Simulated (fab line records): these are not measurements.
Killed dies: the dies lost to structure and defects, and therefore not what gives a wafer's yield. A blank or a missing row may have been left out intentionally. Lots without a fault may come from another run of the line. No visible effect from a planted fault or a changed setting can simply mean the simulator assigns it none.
fab line records ; flow nand-harc ; part 2 of 2: steps 29 to 37 of 37
[record] lots = 5; wafers = 15; last-day = 33
route steps=1302 shown THIN_TSV@1260
lots that met no fault: from a run of the same line without faults
start-h: hours from the record's first day to the start of the lot's first wafer shown ; wait-h: time in hours since the lot's previous step ; " the same as in the row above ; L1.1+2: several wafers, shown together as one row ; - no value present, or no start provided ; * or withheld: withheld ; < > ~ a bound
route shown NAME@n: NAME is a module with steps in the file, n the number in the route of the first one ; usual: average and standard deviation across the fault-free wafers ; same: alike in all rows ; chamber/n: place in a boat ; sites: per-site readings ; _std_site: how widely they spread, as a standard deviation ; _edge_site: mean of outer sites minus mean of inner sites ; radius-mm: for every site, how far away it sits from the centre of the wafer ; mask NAME#n: copy n ; behind: the most recent tool/chamber to have shaped the wafer ; hold: the reason the lot was held/the length of the hold in hours/how it ended ; device: names the non-switching transistor (n, p or np) ; end of line: the route-end tests of the same wafers ; a step with no rows: only its recipe ; killed: not the wafer's yield, but the dies lost to structure and defects at the first sort ; map: per-die view of a wafer (x killed, . not killed, _ where there is no die)
set.NAME: the setting as run; set.NAME@STEP: as run at that earlier step ; model.NAME: the simulator's own value behind a step, which no gauge read
certain route steps with their lots: each step a table, each wafer a row
services: when a tool's chamber went out of use (start-h, in hours from the record's first day, below 0 if earlier), for how many hours, and the reason
[[steps]]
[step NHARC_THIN_TSV_PEB_31]
[recipe] peb-temp-c = 118; peb-time-s = 85
lot.wafer;tool;chamber;start-h;wait-h
L081.2+4+5;litho-track-03;0;609.72;0.1
L090.1+4+5;litho-track-05;0;705.08;0.1
L092.2+3+4;litho-track-02;0;736.29;0.1
L095.2+3+6;litho-track-02;0;770.16;0.1
L096.2+5+6;litho-track-03;0;775.69;0.1
[step NHARC_THIN_TSV_DEVELOP_32]
[recipe] time-s = 70
lot.wafer;tool;chamber;start-h;wait-h
L081.2+4+5;litho-track-03;0;-;-
L090.1+4+5;litho-track-05;0;-;-
L092.2+3+4;litho-track-02;0;-;-
L095.2+3+6;litho-track-02;0;-;-
L096.2+5+6;litho-track-03;0;-;-
[step NHARC_THIN_TSV_CD_MEAS_33]
[recipe] target-cd-nm = 5000; landing-energy-ev = 500
[usual] cd-nm = 4999.1/1.6
lot.wafer;tool;chamber;start-h;wait-h;cd-nm
L081.2;cd-sem-03;0;609.81;-;4997.5
L081.4;cd-sem-03;0;609.81;-;5000.5
L081.5;cd-sem-03;0;609.81;-;4999.7
L090.1;cd-sem-03;0;705.17;-;4999.6
L090.4;cd-sem-03;0;705.17;-;5002.3
L090.5;cd-sem-03;0;705.17;-;4999.9
L092.2;cd-sem-01;0;736.38;-;5002.2
L092.3;cd-sem-01;0;736.38;-;5002.0
L092.4;cd-sem-01;0;736.38;-;5002.8
L095.2;cd-sem-02;0;770.26;-;4995.6
L095.3;cd-sem-02;0;770.26;-;4996.6
L095.6;cd-sem-02;0;770.26;-;4999.2
L096.2;cd-sem-01;0;775.78;-;5001.4
L096.5;cd-sem-01;0;775.78;-;4997.7
L096.6;cd-sem-01;0;775.78;-;5000.7
[step NHARC_THIN_TSV_HARDBAKE_34]
[recipe] temp-c = 125; time-s = 80
lot.wafer;tool;chamber;start-h;wait-h
L081.2+4+5;litho-track-02;0;609.89;-
L090.1+4+5;litho-track-02;0;705.25;-
L092.2+3+4;litho-track-03;0;736.46;-
L095.2+3+6;litho-track-03;0;770.34;-
L096.2+5+6;litho-track-02;0;775.86;-
[step NHARC_THIN_TSV_DESCUM_35]
[recipe] time-s = 3; o2-flow-sccm = 200; ar-flow-sccm = 0; bias-power-w = 0; chemistry = O2
[usual] drypump-motor-current-A = 5.7/0.43; mfc-ar-sccm = 0.007/0.012; o2-flow-sccm = 200.0/0.64; oes-product-au = 0.996/0.01; rf-vpp-V = 57.7/0.92; showerhead-plenum-p-Torr = 1.91/0.086; throttle-valve-pct = 11.313/0.01
lot.wafer;tool;chamber;start-h;wait-h;drypump-motor-current-A;mfc-ar-sccm;o2-flow-sccm;oes-product-au;rf-hours-counter-h;rf-vpp-V;showerhead-plenum-p-Torr;throttle-valve-pct
L081.2;rie-diel-06;2;609.99;-;5.7;0.035;200.2;0.980;7;57.0;1.93;11.314
L081.5;rie-diel-06;2;609.99;-;5.7;0.035;200.1;0.988;-;57.2;1.93;11.305
L081.4;rie-diel-06;3;609.99;-;5.8;0;200.3;0.986;-;59.4;2.06;11.324
L090.4;rie-diel-02;1;705.35;-;5.7;0;200.5;0.985;7;58.4;1.88;11.316
L090.1;rie-diel-02;3;705.35;-;5.7;0;199.9;1.001;7;56.7;1.89;11.322
L090.5;rie-diel-02;0;705.35;-;5.4;0.001;200.6;1.007;-;56.1;1.78;11.316
L092.4;rie-diel-06;3;736.54;-;5.9;0;200.2;0.971;3;58.8;2.06;11.289
L092.2;rie-diel-06;0;736.54;-;5.9;0;199.7;0.989;3;58.1;2.04;11.310
L092.3;rie-diel-06;2;736.54;-;5.7;0.035;199.9;0.994;3;58.0;1.93;11.324
L095.2;rie-diel-01;1;770.41;-;6.5;0.028;198.2;0.983;2;57.7;1.96;11.329
L095.3;rie-diel-01;3;770.41;-;6.4;0;199.5;0.987;2;57.0;1.99;11.328
L095.6;rie-diel-01;2;770.41;-;5.4;0;199.9;0.993;-;57.3;1.89;11.314
L096.2;rie-diel-06;1;775.96;-;4.9;0.018;199.4;0.998;5;57.4;1.82;11.314
L096.5;rie-diel-06;3;775.96;-;5.8;0;199.8;0.990;-;58.2;2.05;11.316
L096.6;rie-diel-06;0;775.96;-;5.9;0;199.7;0.986;-;58.6;2.04;11.300
[step NHARC_THIN_TSV_ETCH_59]
[recipe] target-depth-a = 8800; icp-w = 900; bias-w = 100; Cl2_flow_sccm = 60; bcl3-flow-sccm = 30; time-s = 138.1; chemistry = Cl2/BCl3
[usual] drypump-motor-current-A = 5.5/0.33; he-backside-leak-sccm = 3.17/0.29; oes-product-au = 1.001/0.01; throttle-valve-pct = 22.264/0.0096
lot.wafer;tool;chamber;start-h;wait-h;drypump-motor-current-A;he-backside-leak-sccm;oes-product-au;rf-hours-counter-h;throttle-valve-pct
L081.2;rie-metal-01;1;610.16;0.2;4.9;3.36;1.007;0.5;22.255
L081.4;rie-metal-01;0;610.16;0.2;5.4;3.18;1.001;-;22.252
L081.5;rie-metal-01;0;610.16;0.2;5.4;3.28;1.009;-;22.276
L090.1;rie-metal-03;1;705.50;0.1;5.8;3.27;0.982;0.0;22.277
L090.4;rie-metal-03;0;705.50;0.1;5.4;3.36;0.983;-;22.268
L090.5;rie-metal-03;1;705.50;0.1;5.8;3.33;1.002;-;22.276
L092.2;rie-metal-03;0;736.74;0.2;5.4;3.16;0.996;-;22.276
L092.3;rie-metal-03;0;736.74;0.2;5.4;3.13;1.000;-;22.266
L092.4;rie-metal-03;0;736.74;0.2;5.4;3.07;1.003;-;22.253
L095.2;rie-metal-03;1;770.54;0.1;5.8;3.13;0.993;0.4;22.263
L095.3;rie-metal-03;0;770.54;0.1;5.4;2.97;0.989;-;22.265
L095.6;rie-metal-03;1;770.54;0.1;5.8;3.28;0.994;-;22.252
L096.2;rie-metal-03;0;776.07;0.1;5.4;3.08;0.991;1.1;22.251
L096.5;rie-metal-03;0;776.07;0.1;5.4;3.11;0.989;-;22.267
L096.6;rie-metal-03;1;776.07;0.1;5.8;3.37;0.993;-;22.276
[step NHARC_THIN_TSV_ETCH_36]
[recipe] target-depth-a = 650; over-etch-frac = 0.3; time-s = 18.571; ion-energy-ev = 150; chemistry = Cl2/BCl3
[usual] drypump-motor-current-A = 5.5/0.33; he-backside-leak-sccm = 3.16/0.19; oes-product-au = 0.999/0.0098
lot.wafer;tool;chamber;start-h;wait-h;drypump-motor-current-A;he-backside-leak-sccm;oes-product-au;rf-hours-counter-h
L081.2;rie-metal-01;1;610.38;0.2;4.9;3.30;1.015;0.6
L081.4;rie-metal-01;1;610.38;0.2;4.9;3.19;1.014;-
L081.5;rie-metal-01;1;610.38;0.2;4.9;3.30;1.012;-
L090.1;rie-metal-03;1;705.72;0.2;5.8;3.20;0.994;0.2
L090.4;rie-metal-03;0;705.72;0.2;5.4;3.10;0.989;-
L090.5;rie-metal-03;0;705.72;0.2;5.4;2.85;0.990;-
L092.2;rie-metal-03;0;737.16;0.3;5.4;3.23;0.990;-
L092.3;rie-metal-03;0;737.16;0.3;5.4;3.00;0.990;-
L092.4;rie-metal-03;0;737.16;0.3;5.4;3.31;0.991;-
L095.2;rie-metal-03;1;770.81;0.2;5.8;3.08;0.986;0.6
L095.3;rie-metal-03;1;770.81;0.2;5.8;3.21;0.975;-
L095.6;rie-metal-03;0;770.81;0.2;5.4;3.17;0.997;-
L096.2;rie-metal-03;1;776.33;0.2;5.8;3.04;0.991;0.8
L096.5;rie-metal-03;0;776.33;0.2;5.4;3.28;1.001;-
L096.6;rie-metal-03;1;776.33;0.2;5.8;3.28;0.996;-
[step NHARC_THIN_TSV_STRIP_56]
[recipe] power-w = 1500; temp-c = 250; chemistry = O2
[usual] drypump-motor-current-A = 5.6/0.56; heater-power-w = 313/27
lot.wafer;tool;chamber;start-h;wait-h;drypump-motor-current-A;heater-power-w;rf-hours-counter-h
L081.2;plasma-asher-01;0;610.53;0.1;4.8;324;17
L081.4;plasma-asher-01;1;610.53;0.1;5.8;338;-
L081.5;plasma-asher-01;1;610.53;0.1;5.9;334;-
L090.1;plasma-asher-02;0;705.87;0.1;5.9;261;20
L090.4;plasma-asher-02;0;705.87;0.1;5.9;260;-
L090.5;plasma-asher-02;1;705.87;0.1;6.2;316;-
L092.2;plasma-asher-01;0;737.28;0.1;4.8;325;4
L092.4;plasma-asher-01;0;737.28;0.1;4.8;330;-
L092.3;plasma-asher-01;1;737.28;0.1;5.8;324;-
L095.2;plasma-asher-02;1;770.95;0.1;6.1;310;35
L095.3;plasma-asher-02;0;770.95;0.1;5.9;262;-
L095.6;plasma-asher-02;1;770.95;0.1;6.2;315;-
L096.2;plasma-asher-01;0;776.45;0.1;4.8;327;12
L096.6;plasma-asher-01;0;776.45;0.1;4.8;327;-
L096.5;plasma-asher-01;1;776.45;0.1;5.9;330;-
[step NHARC_THIN_TSV_STRIP_57]
[recipe] time-s = 1200; temp-c = 72.5; chemistry = post-etch-residue-remover
lot.wafer;tool;chamber;start-h;wait-h
L081.2+5+4;wet-bench-08;1,3,5;610.83;0.3
L090.1+5+4;wet-bench-10;0,2,3;706.19;0.3
L092.2+3+4;wet-bench-10;6,1,2;737.64;0.3
L095.3+6+2;wet-bench-08;6,7,1;771.27;0.2
L096.6+2+5;wet-bench-10;6,7,2;776.80;0.1
[[services]]
tool;chamber;start-h;hours;kind
pvd-sputter-01;-;582.00;10.0;pm
plasma-asher-02;-;605.32;9.0;pm
pvd-sputter-01;-;606.46;3.1;repair
rie-diel-06;1;609.44;2.8;repair
rie-metal-03;-;621.51;0.9;repair
litho-track-03;-;625.00;7.0;pm
rie-diel-06;3;634.62;7.7;repair
rie-diel-06;2;636.69;6.9;repair
pvd-sputter-02;-;638.02;10.0;pm
litho-track-05;-;649.00;7.0;pm
pvd-sputter-02;-;658.04;2.0;repair
rie-diel-06;3;658.72;21.6;repair
rie-diel-06;-;661.23;9.0;pm
wet-bench-10;-;663.20;8.0;pm
pvd-sputter-01;-;667.06;2.0;repair
pvd-sputter-02;-;695.14;5.3;repair
plasma-asher-01;-;696.00;9.0;pm
rie-metal-03;-;696.00;9.0;pm
plasma-asher-01;-;718.90;10.2;repair
rie-metal-03;1;733.43;8.4;repair
plasma-asher-01;-;738.22;0.8;repair
plasma-asher-02;-;738.28;1.5;repair
litho-track-02;-;752.00;7.0;pm
pvd-sputter-01;-;760.00;10.0;pm
